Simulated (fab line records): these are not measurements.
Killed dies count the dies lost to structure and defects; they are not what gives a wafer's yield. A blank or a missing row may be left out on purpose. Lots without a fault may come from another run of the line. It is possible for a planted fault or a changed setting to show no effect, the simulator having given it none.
Which tool did it?	flow n5-finfet	10 lots with 30 wafers sampled at 5 steps, on a route of 1938 steps

== WHAT THE GAUGES READ, wafer by wafer ==
N5_PMOS_HMC_CHANNEL_EPI_CD_MEAS_09: the cd target is 237.4 nm. Usual: cd-nm at 237.6 nm, with a standard deviation of 1.1.
lot	measured	on	cd-nm (nm)	flag
L878	day 1 18:04	cd-sem-03	239.1 237.9 238.5	
L879	day 1 23:19	cd-sem-03	238.3 238.2 236.8	
L884	day 3 05:44	cd-sem-03	238.2 238.2 237.0	
L885	day 3 11:21	cd-sem-01	236.0 236.3 236.6	
L886	day 3 16:59	cd-sem-01	236.6 236.1 237.8	
L888	day 4 05:40	cd-sem-03	237.4 237.1 237.7	
L891	day 4 23:55	cd-sem-03	240.2 237.9 239.3	
L894	day 5 18:10	cd-sem-03	238.5 237.8 238.6	
L895	day 5 23:32	cd-sem-03	237.0 234.6 236.6	
L898	day 6 17:37	cd-sem-02	239.7 239.3 239.4	

N5_BEOL_M4_RC_MEAS_101. Usual: DIBL_N 36.0 mV/V, standard deviation 1.7; DIBL_P 35.8 mV/V, standard deviation 2; IOFF_N 0.15 nA/um, standard deviation 0.03; IOFF_P 0.20 nA/um, standard deviation 0.037; ION_N 670 uA/um, standard deviation 12; ION_P 460 uA/um, standard deviation 7.2; SS_N 71.5 mV/dec, standard deviation 0.68; SS_P 73.2 mV/dec, standard deviation 0.65; VT_N 250 mV, standard deviation 3.1; VT_P -251 mV, standard deviation 3.4.
lot	measured	on	DIBL_N (mV/V)	DIBL_P (mV/V)	IOFF_N (nA/um)	IOFF_P (nA/um)	ION_N (uA/um)	ION_P (uA/um)	SS_N (mV/dec)	SS_P (mV/dec)	VT_N (mV)	VT_P (mV)	flag
L878	day 8 10:06	prober-01	36.0 37.1 36.7	37.1 37.0 36.6	0.17 0.18 0.18	0.24 0.23 0.23	684 682 669	471 464 467	71.4 71.3 71.6	73.4 73.3 73.3	249 248 249	-247 -248 -247	
L879	day 8 07:37	prober-01	36.4 34.2 34.7	35.4 31.6 32.5	0.16 0.11 0.13	0.20 0.16 0.16	664 655 662	456 455 454	71.6 70.5 71.2	73.0 72.0 72.5	250 256 253	-251 -256 -257	
L884	day 9 08:45	prober-01	36.3 34.4 39.2	37.4 36.1 40.2	0.15 0.13 0.20	0.21 0.18 0.27	654 663 669	448 460 455	70.6 71.2 73.0	73.9 73.1 74.0	248 252 246	-252 -251 -251	
L885	day 9 17:07	prober-01	35.7 35.9 37.4	36.3 36.5 38.2	0.16 0.15 0.19	0.19 0.20 0.23	681 674 689	459 467 471	71.7 72.2 73.0	72.8 74.3 73.7	247 252 248	-252 -252 -251	
L886	day 10 03:45	prober-01	37.8 40.1 37.4	37.9 41.5 36.9	0.17 0.24 0.17	0.24 0.30 0.21	666 692 683	464 474 464	72.3 72.6 72.0	73.3 74.2 73.6	249 244 252	-248 -246 -249	
L888	day 10 21:30	prober-01	37.7 36.0 34.8	38.1 35.1 33.7	0.19 0.15 0.13	0.27 0.21 0.18	687 656 678	477 455 462	71.5 71.8 71.3	73.5 72.4 73.1	248 249 251	-244 -249 -249	
L891	day 11 15:01	prober-01	36.2 35.2 35.0	35.7 35.6 34.7	0.14 0.14 0.12	0.19 0.20 0.18	658 684 655	453 470 460	71.2 71.1 70.1	72.7 73.4 72.7	252 250 254	-252 -250 -251	
L894	day 12 02:13	prober-01	36.8 33.2 35.1	35.9 33.4 33.8	0.17 0.12 0.14	0.19 0.16 0.16	682 677 665	462 466 451	71.5 70.2 71.2	73.5 72.4 73.3	247 252 254	-251 -254 -257	
L895	day 12 18:06	prober-02	34.7 36.5 36.4	33.5 35.0 35.7	0.13 0.15 0.15	0.19 0.22 0.22	671 647 658	460 448 456	71.4 72.0 71.8	72.2 72.6 72.8	252 251 251	-249 -247 -247	
L898	day 13 11:05	prober-02	34.7 37.6 34.3	33.9 37.7 33.2	0.13 0.17 0.12	0.18 0.24 0.17	664 684 653	454 467 452	70.7 71.3 70.4	73.4 73.3 72.3	252 249 250	-249 -249 -254	

== EACH LOT AND THE TOOL THAT RAN IT (in order: tool; ch and the chambers of the sampled wafers; start) ==
lot	N5_PMOS_HMC_CHANNEL_EPI_CMP_21	N5_FIN_SAQP_COAT_50	N5_FIN_SAQP_ETCH_51
L878	cmp-01 ch 0,2,3, day 1 20:31	litho-track-03 ch 0, day 1 22:33	rie-diel-02 ch 0,1,2, day 1 23:04
L879	cmp-01 ch 0,3, day 2 02:21	litho-track-01 ch 0, day 2 04:17	rie-diel-02 ch 2,3, day 2 04:47
L884	cmp-04 ch 2,3, day 3 08:11	litho-track-01 ch 0, day 3 10:02	rie-diel-02 ch 0,2, day 3 10:32
L885	cmp-04 ch 0,1,2, day 3 13:53	litho-track-01 ch 0, day 3 15:31	rie-diel-03 ch 1,3, day 3 16:00
L886	cmp-04 ch 1,2, day 3 19:27	litho-track-02 ch 0, day 3 21:29	rie-diel-04 ch 0,1,3, day 3 21:59
L888	cmp-04 ch 1,2,3, day 4 07:43	litho-track-03 ch 0, day 4 09:41	rie-diel-03 ch 0,2,3, day 4 10:04
L891	cmp-04 ch 0,1,3, day 5 02:27	litho-track-03 ch 0, day 5 04:11	rie-diel-04 ch 0,3, day 5 04:41
L894	cmp-01 ch 0,1,2, day 5 21:16	litho-track-01 ch 0, day 5 23:02	rie-diel-02 ch 1,2, day 5 23:39
L895	cmp-04 ch 0,3, day 6 01:37	litho-track-01 ch 0, day 6 03:18	rie-diel-03 ch 0,2,3, day 6 04:08
L898	cmp-01 ch 0,1,2, day 6 19:49	litho-track-01 ch 0, day 6 21:37	rie-diel-02 ch 2,3, day 6 22:20
- N5_PMOS_HMC_CHANNEL_EPI_CMP_21: polishes SiGe30, target thk 54 nm.
- N5_FIN_SAQP_COAT_50: time 60 s, resist thk 35 nm.
- N5_FIN_SAQP_ETCH_51: etches SiARC in CF4, target depth 45.5 nm, time 75.8 s.

== WHAT THE TOOLS THEMSELVES READ (means of the sampled wafers that have a number; where no wafer has one, the mark that the record gives instead) ==
N5_PMOS_HMC_CHANNEL_EPI_CMP_21. Usual: motor-current-A at 11.7 A, with a standard deviation of 0.92.
lot	tool	motor-current-A (A)	flag
L878	cmp-01	10.8	
L879	cmp-01	9.9	
L884	cmp-04	12.1	
L885	cmp-04	12.0	
L886	cmp-04	12.3	
L888	cmp-04	12.3	
L891	cmp-04	12.1	
L894	cmp-01	11.7	
L895	cmp-04	12.1	
L898	cmp-01	11.8	

N5_FIN_SAQP_COAT_50. Usual: spin-speed-rpm at 1500.0 rpm, with a standard deviation of 1.1.
lot	tool	spin-speed-rpm (rpm)	flag
L878	litho-track-03	1500.4	
L879	litho-track-01	1499.4	
L884	litho-track-01	1500.1	
L885	litho-track-01	1500.6	
L886	litho-track-02	1501.3	
L888	litho-track-03	1499.7	
L891	litho-track-03	1498.4	
L894	litho-track-01	1424.2	OFF
L895	litho-track-01	1426.0	OFF
L898	litho-track-01	1426.4	OFF

N5_FIN_SAQP_ETCH_51. Usual: for chamber-pressure-mTorr, 40.00 mTorr with a standard deviation of 0.035; for drypump-motor-current-A, 5.8 A with a standard deviation of 0.41; for etch-rf-on-time-s, 75.7 s with a standard deviation of 1.7; for oes-product-au, 0.68 a.u. with a standard deviation of 0.086; for rf-vpp-V, 184.2 V with a standard deviation of 1.1; for showerhead-plenum-p-Torr, 2.15 Torr with a standard deviation of 0.07; for throttle-valve-pct, 15.55 % with a standard deviation of 0.19.
lot	tool	chamber-pressure-mTorr (mTorr)	drypump-motor-current-A (A)	etch-rf-on-time-s (s)	oes-product-au (a.u.)	rf-vpp-V (V)	showerhead-plenum-p-Torr (Torr)	throttle-valve-pct (%)	flag
L878	rie-diel-02	39.99	5.8	74.4	0.73	183.6	2.10	15.48	
L879	rie-diel-02	40.03	6.0	75.8	0.67	184.2	2.12	15.47	
L884	rie-diel-02	39.99	5.9	74.1	0.72	183.7	2.10	15.48	
L885	rie-diel-03	39.97	6.1	77.1	0.73	184.7	2.19	15.57	
L886	rie-diel-04	40.01	5.6	75.4	0.67	183.5	2.12	15.51	
L888	rie-diel-03	39.99	5.6	75.4	0.66	184.2	2.14	15.71	
L891	rie-diel-04	40.00	5.5	74.7	0.78	184.6	2.16	15.32	
L894	rie-diel-02	39.99	5.8	77.9	0.63	182.8	2.05	15.62	
L895	rie-diel-03	40.00	5.5	79.3	0.64	183.3	2.13	15.74	
L898	rie-diel-02	39.99	6.2	79.8	0.62	184.5	2.16	15.47	

== THE ANSWER, worked out from the rows above alone ==
Rule: a lot is off if the mean of its wafers that have a number lies more than 3 standard deviations from the usual mean. A lot without any number at a reading at which 4 lots or more have one is off too. Any other lot the step has rows for is counted as sound. The gauges are gone through in route order, then the tools' own readings, and for those a lot's mean is taken as printed above. The first step at which some lot is off is used, and at that step the reading that is off furthest; a lot without a number counts as furthest.
Off: L894, L895, L898 (N5_FIN_SAQP_COAT_50, spin-speed-rpm).
A tool fits if, at that step or a process step before it, it ran every lot that is off, and no sound lot after the first of them. One fits: N5_FIN_SAQP_COAT_50 on litho-track-01. Its last sound lot is L885 (day 3 15:31), its first lot that is off L894 (day 5 23:02): a fault that began between those two fits.
On the lots that are off, the tool's own readings at N5_FIN_SAQP_COAT_50 differ by more than 5 times the standard deviation of the sound lots' means, which bears it out; spin-speed-rpm reads 1425.5 rpm there versus 1500.0 rpm on the sound lots.

== WHAT THE SIMULATOR PUT IN ==
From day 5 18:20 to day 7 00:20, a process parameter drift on litho-track-01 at N5_FIN_SAQP_COAT_50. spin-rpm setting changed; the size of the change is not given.
Lots struck among those shown: L894, L895, L898. Same finding as the rule above.
